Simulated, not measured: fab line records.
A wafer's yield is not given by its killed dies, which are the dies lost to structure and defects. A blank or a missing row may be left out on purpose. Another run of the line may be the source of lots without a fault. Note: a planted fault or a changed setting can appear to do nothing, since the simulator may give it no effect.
A struck lot beside a sound one ; flow n5-finfet ; 16 out of 1938 route steps
Sound: the wafers L708.1, L708.2, L708.5. Struck: wafers L711.2, L711.5. (L711.1 of the same lot was not struck and is left out.) The cause comes at the end.
Each step with rows lists, per side, the tool, then ch with its chambers, then its first start. Under that, the readings that differ: sound wafers ; struck wafers ; difference of the means ; sigmas: that difference in standard deviations of wafers without a fault.
alike: a reading whose means differ by less than 2 such deviations, as well as words and numbers matching on both sides. not compared: withheld readings; readings where some wafer has no value; bounds like >300 that might hide an equal value; numbers whose values overlap and for which the record gives no deviation.
A row with sigmas, a row that says differs or no value, or rows on one side alone: a step with any of these is where the two part. Non-overlapping numbers with no deviation appear without sigmas and do not part them. Lack of a reading on every wafer of one side parts them only where that side has two or more wafers.

N5_BEOL_M1_DESCUM_16: chemistry O2, time 7 s.
  sound on rie-diel-06 ch 0,1,2, day 6 03:10; struck on rie-diel-06 ch 0, day 6 21:22
  alike: drypump-motor-current-A, oes-product-au, rf-vpp-V, showerhead-plenum-p-Torr, throttle-valve-pct
  not compared: rf-hours-counter-h
N5_BEOL_M1_ETCH_74: etches underlayer in N2/H2, target depth 6.5 nm, time 5.2 s.
  sound on rie-diel-06 ch 0,1,2, day 6 03:11; struck on rie-diel-06 ch 0, day 6 21:24
  alike: drypump-motor-current-A, etch-rf-on-time-s, oes-product-au, rf-vpp-V, showerhead-plenum-p-Torr, throttle-valve-pct
  not compared: rf-hours-counter-h
then, 4 steps without rows for these wafers: N5_BEOL_M1_ETCH_63 (etches SiARC in CF4, target depth 15.6 nm, time 26 s); N5_BEOL_M1_ETCH_64 (etches SOC in N2/H2, target depth 75 nm, overetch 15 nm, time 112.5 s); N5_BEOL_M1_STRIP_65 (strips in N2/H2); N5_BEOL_M1_STRIP_75 (strips in N2/H2).
N5_BEOL_M1_STRIP_66: strips in CF4.
  sound on rie-diel-06 ch 0,1,2, day 6 03:22; struck on rie-diel-06 ch 0, day 6 21:34
  alike: drypump-motor-current-A, oes-product-au, power-w, rf-vpp-V, showerhead-plenum-p-Torr, throttle-valve-pct
  not compared: rf-hours-counter-h
N5_BEOL_M1_HM_OPEN_17: chemistry Cl2/BCl3, target TiN, target depth 20 nm, overetch 6 nm.
  sound on rie-metal-01 ch 0,1, day 6 03:25; struck on rie-metal-01 ch 1, day 6 21:37
  alike: bcl3-flow-sccm, drypump-motor-current-A, mfc-cl2-sccm, oes-product-au, throttle-valve-pct
  not compared: rf-hours-counter-h
N5_BEOL_M1_STRIP_19: strips in O2.
  sound on rie-diel-03 ch 0,1,2, day 6 03:32; struck on rie-diel-06 ch 1,2, day 6 21:43
  alike: drypump-motor-current-A, oes-product-au, rf-vpp-V, showerhead-plenum-p-Torr, throttle-valve-pct
  not compared: rf-hours-counter-h
N5_BEOL_M1_CD_MEAS_18: pitch 36 nm, target cd 18 nm.
  sound on cd-sem-01 at day 6 03:36; struck on cd-sem-01 at day 6 21:47
  alike: cd-nm
then, 2 steps without rows for these wafers: N5_BEOL_M1_COAT_67 (time 60 s, resist thk 60 nm); N5_BEOL_M1_COAT_68 (time 60 s, resist thk 12 nm).
N5_BEOL_M1_COAT_76: time 60 s, resist thk 5 nm.
  sound on litho-track-01 ch 0, day 6 03:38; struck on litho-track-01 ch 0, day 6 21:50
reading;sound;struck;difference;sigmas
run-length-s (s);66.41 66.37 66.49;78.27 78.12;+11.77;+62
then, 1 step without rows for these wafers: N5_BEOL_M1_COAT_22 (resist thk 30 nm).
-- record jumps: 3 days separate the struck wafers' starts on either side; left off in module BEOL_M1, taken up again in module BEOL_M4, whose first shown step is the route's number 1111 --
N5_BEOL_M4_RC_MEAS_101:
  sound on prober-01 ch 0, day 8 12:03; struck on prober-02 ch 0, day 9 14:39
  alike: DIBL_N, DIBL_P, IOFF_N, IOFF_P, ION_N, ION_P, SS_N, SS_P, VT_N, VT_P
-- a jump in the record: the struck wafers' starts before and after are 4 days apart (it breaks off in module BEOL_M4 and resumes in module PASSIVATION, where the first step shown is number 1936 of the route) --
N5_PASSIVATION_PROBE_49:
  sound on prober-02 at day 12 13:43; struck on prober-01 at day 13 22:33
  alike: defect-limited-yield, killed_at_M0_to_M3, killed_at_M4_up, killed-at-contacts, killed-at-front-end, killed-at-other, killed-dies, killed-open, killed-short, sort_bin_5_function, sort_bin_6_memory, sort-n-pass, sort-yield-pct

== WHERE THEY PART ==
Within this record, at N5_BEOL_M1_COAT_76 only. Later steps at which nothing parts them and some readings are alike: N5_BEOL_M4_RC_MEAS_101, N5_PASSIVATION_PROBE_49.

WHY: the cause the simulator had injected
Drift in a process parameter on litho-track-01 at N5_BEOL_M1_COAT_76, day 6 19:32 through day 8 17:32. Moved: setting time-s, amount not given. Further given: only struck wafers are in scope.
